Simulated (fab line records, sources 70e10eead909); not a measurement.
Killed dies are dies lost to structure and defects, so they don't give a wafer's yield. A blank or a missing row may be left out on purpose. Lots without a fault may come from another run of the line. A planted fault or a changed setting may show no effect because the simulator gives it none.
Which tool did it? | flow nand_harc | 13 lots, 39 wafers sampled, at 5 steps of a route of 1159

WHAT THE GAUGES READ, wafer by wafer
NHARC_END_SORT_01.
lot  | measured     | on        | killed_at_array | killed_at_other | killed_at_periphery | killed_dies | killed_open | killed_short
L272 | day 21 07:46 | prober-02 | 233 212 309     | 1 0 0           | 10 3 2              | 244 215 311 | 4 3 4       | 1 2 2
L279 | day 22 13:37 | prober-02 | 210 219 292     | 1 0 0           | 1 5 5               | 212 224 297 | 2 3 5       | 1 2 2

WHICH TOOL RAN EACH LOT (tool, then ch and the chambers of the sampled wafers, then the start)
lot  | NHARC_A_STAIRCASE_ETCH_201                    | NHARC_A_STAIRCASE_ETCH_203                    | NHARC_A_STAIRCASE_ETCH_230         | NHARC_A_STAIRCASE_TRIM_233
L266 | rie_diel-05 ch 0,3, day 11 12:31 or earlier   | rie_diel-05 ch 1,2,3, day 11 12:31 or earlier | rie_diel-05 ch 0,1,3, day 11 12:31 | rie_diel-05 ch 1,2,3, no start
L267 | rie_diel-13 ch 1,2,3, day 11 12:49 or earlier | rie_diel-13 ch 0,1,2, day 11 12:49 or earlier | rie_diel-09 ch 1,2,3, day 11 12:49 | rie_diel-09 ch 0,1,3, no start
L268 | rie_diel-05 ch 0,1,2, day 11 18:07 or earlier | rie_diel-05 ch 1,2,3, day 11 18:07 or earlier | rie_diel-05 ch 0,2,3, day 11 18:07 | rie_diel-05 ch 0,1,3, no start
L265 | rie_diel-05 ch 0,3, day 12 00:52 or earlier   | rie_diel-05 ch 0,1,2, day 12 00:52 or earlier | rie_diel-05 ch 0,2,3, day 12 00:52 | rie_diel-05 ch 1,2, no start
L271 | rie_diel-13 ch 0,2,3, day 13 04:25 or earlier | rie_diel-13 ch 0,1,3, day 13 04:25 or earlier | rie_diel-05 ch 0,1,2, day 13 04:25 | rie_diel-05 ch 0,1,2, no start
L273 | rie_diel-05 ch 0,2,3, day 13 04:53 or earlier | rie_diel-05 ch 0,1,2, day 13 04:53 or earlier | rie_diel-05 ch 0,1,3, day 13 04:53 | rie_diel-05 ch 0,2,3, no start
L272 | rie_diel-09 ch 1,2, day 13 06:14 or earlier   | rie_diel-09 ch 0,1,2, day 13 06:14 or earlier | rie_diel-05 ch 0,2,3, day 13 06:14 | rie_diel-05 ch 1,2, day 21 07:46 or earlier
L275 | rie_diel-09 ch 0,3, day 13 07:10 or earlier   | rie_diel-09 ch 0,3, day 13 07:10 or earlier   | rie_diel-09 ch 2,3, day 13 07:10   | rie_diel-09 ch 0,1,3, no start
L274 | rie_diel-13 ch 0,1,3, day 13 08:11 or earlier | rie_diel-13 ch 0,3, day 13 08:11 or earlier   | rie_diel-13 ch 0,1,3, day 13 08:11 | rie_diel-13 ch 0,2,3, no start
L279 | rie_diel-05 ch 0,1,3, day 14 05:32 or earlier | rie_diel-05 ch 0,3, day 14 05:32 or earlier   | rie_diel-05 ch 0,1, day 14 05:32   | rie_diel-05 ch 1,2,3, day 22 13:37 or earlier
L283 | rie_diel-13 ch 0,1, day 15 09:08 or earlier   | rie_diel-13 ch 0,1,2, day 15 09:08 or earlier | rie_diel-13 ch 0,1,2, day 15 09:08 | rie_diel-13 ch 0,1, no start
L287 | rie_diel-09 ch 1,2,3, day 16 15:19 or earlier | rie_diel-13 ch 0,1,3, day 16 15:19 or earlier | rie_diel-05 ch 1,2,3, day 16 15:19 | rie_diel-05 ch 0,1,2, no start
L288 | rie_diel-05 ch 0,1, day 16 23:27 or earlier   | rie_diel-05 ch 0,2,3, day 16 23:27 or earlier | rie_diel-05 ch 0,2, day 16 23:27   | rie_diel-05 ch 1,3, no start
- NHARC_A_STAIRCASE_ETCH_201: etches the open film in C4F8/O2, target depth 100 nm, time 40.5 s.
- NHARC_A_STAIRCASE_ETCH_203: etches the open film in C4F8/O2, target depth 100 nm, time 40.5 s.
- NHARC_A_STAIRCASE_ETCH_230: etches the open film in C4F8/O2, target depth 100 nm, time 40.5 s.
- NHARC_A_STAIRCASE_TRIM_233: chemistry O2, time 211.2 s.

WHAT THE TOOLS THEMSELVES READ (means of the sampled wafers that have a number; where no wafer has one, the mark that the record gives instead)
NHARC_A_STAIRCASE_ETCH_201.
lot  | tool        | oes_product_au (a.u.) | rf_vpp_V (V)
L266 | rie_diel-05 | 0.941                 | 890
L267 | rie_diel-13 | 0.943                 | 900
L268 | rie_diel-05 | 0.936                 | 895
L265 | rie_diel-05 | 0.939                 | 890
L271 | rie_diel-13 | 0.935                 | 896
L273 | rie_diel-05 | 0.952                 | 892
L272 | rie_diel-09 | 0.947                 | 900
L275 | rie_diel-09 | 0.932                 | 898
L274 | rie_diel-13 | 0.935                 | 896
L279 | rie_diel-05 | 0.948                 | 893
L283 | rie_diel-13 | 0.936                 | 890
L287 | rie_diel-09 | 0.944                 | 898
L288 | rie_diel-05 | 0.936                 | 896

NHARC_A_STAIRCASE_ETCH_203.
lot  | tool        | oes_product_au (a.u.) | rf_vpp_V (V)
L266 | rie_diel-05 | 0.941                 | 896
L267 | rie_diel-13 | 0.935                 | 895
L268 | rie_diel-05 | 0.947                 | 896
L265 | rie_diel-05 | 0.944                 | 895
L271 | rie_diel-13 | 0.944                 | 895
L273 | rie_diel-05 | 0.955                 | 896
L272 | rie_diel-09 | 0.943                 | 900
L275 | rie_diel-09 | 0.941                 | 900
L274 | rie_diel-13 | 0.951                 | 896
L279 | rie_diel-05 | 0.948                 | 890
L283 | rie_diel-13 | 0.933                 | 894
L287 | rie_diel-13 | 0.971                 | 895
L288 | rie_diel-05 | 0.937                 | 893

NHARC_A_STAIRCASE_ETCH_230.
lot  | tool        | oes_product_au (a.u.) | rf_vpp_V (V)
L266 | rie_diel-05 | 0.977                 | 892
L267 | rie_diel-09 | 0.936                 | 899
L268 | rie_diel-05 | 0.947                 | 892
L265 | rie_diel-05 | 0.952                 | 893
L271 | rie_diel-05 | 0.959                 | 896
L273 | rie_diel-05 | 0.952                 | 894
L272 | rie_diel-05 | 0.811                 | 893
L275 | rie_diel-09 | 0.939                 | 899
L274 | rie_diel-13 | 0.947                 | 894
L279 | rie_diel-05 | 0.809                 | 896
L283 | rie_diel-13 | 0.938                 | 894
L287 | rie_diel-05 | 0.939                 | 895
L288 | rie_diel-05 | 0.936                 | 892

NHARC_A_STAIRCASE_TRIM_233.
lot  | tool        | drypump_motor_current_A (A) | oes_product_au (a.u.) | rf_vpp_V (V) | showerhead_plenum_p_Torr (Torr) | throttle_valve_pct (%)
L266 | rie_diel-05 | 5.7                         | 1.000                 | 57.1         | 3.52                            | 17.034
L267 | rie_diel-09 | 5.4                         | 0.991                 | 57.7         | 3.63                            | 17.036
L268 | rie_diel-05 | 6.1                         | 0.995                 | 57.2         | 3.46                            | 17.035
L265 | rie_diel-05 | 5.3                         | 1.000                 | 57.5         | 3.59                            | 17.038
L271 | rie_diel-05 | 5.7                         | 1.011                 | 58.1         | 3.52                            | 17.045
L273 | rie_diel-05 | 6.2                         | 1.009                 | 57.8         | 3.43                            | 17.037
L272 | rie_diel-05 | 5.2                         | 1.011                 | 57.8         | 3.60                            | 17.033
L275 | rie_diel-09 | 5.4                         | 1.003                 | 57.8         | 3.63                            | 17.038
L274 | rie_diel-13 | 5.7                         | 0.995                 | 58.4         | 3.54                            | 17.034
L279 | rie_diel-05 | 5.7                         | 1.005                 | 57.2         | 3.51                            | 17.029
L283 | rie_diel-13 | 6.3                         | 1.005                 | 57.2         | 3.46                            | 17.040
L287 | rie_diel-05 | 5.7                         | 0.992                 | 58.0         | 3.50                            | 17.038
L288 | rie_diel-05 | 5.7                         | 0.998                 | 58.1         | 3.51                            | 17.037

THE ANSWER, worked out from the rows above alone
Rule: what is usual is taken from the lots themselves. Put in order of their means at a reading, lots are off if they are a third of the lots or fewer, leave a main group of 4 or more, and stand apart from it by a gap of 3 or more times the standard deviation of the main group's means; of several such gaps the widest counts. A main group whose means are all the same, to the digits that the tables above print for the reading, isn't used. A lot without any number at a reading at which 4 lots or more have one is off too. The other lots that the step has rows for count as sound. The gauges are gone through in route order, then the tools' own readings, and for those a lot's mean is taken as printed above. The first step at which some lot is off is used, and at that step the reading that is off furthest; a lot without a number counts as furthest.
Off: L272, L279, at NHARC_A_STAIRCASE_ETCH_230 (oes_product_au). The main group: mean 0.947 a.u., standard deviation 0.012.
A tool fits if, at that step or a process step before it, it ran every lot that is off, and no sound lot after the first of them. NHARC_A_STAIRCASE_ETCH_201 gives no start for some lots, so the hours and the order of its lots are those of NHARC_A_STAIRCASE_ETCH_230. NHARC_A_STAIRCASE_ETCH_203 gives no start for some lots, so the hours and the order of its lots are those of NHARC_A_STAIRCASE_ETCH_230. None of those tried fits.

WHAT THE SIMULATOR HAD PUT IN
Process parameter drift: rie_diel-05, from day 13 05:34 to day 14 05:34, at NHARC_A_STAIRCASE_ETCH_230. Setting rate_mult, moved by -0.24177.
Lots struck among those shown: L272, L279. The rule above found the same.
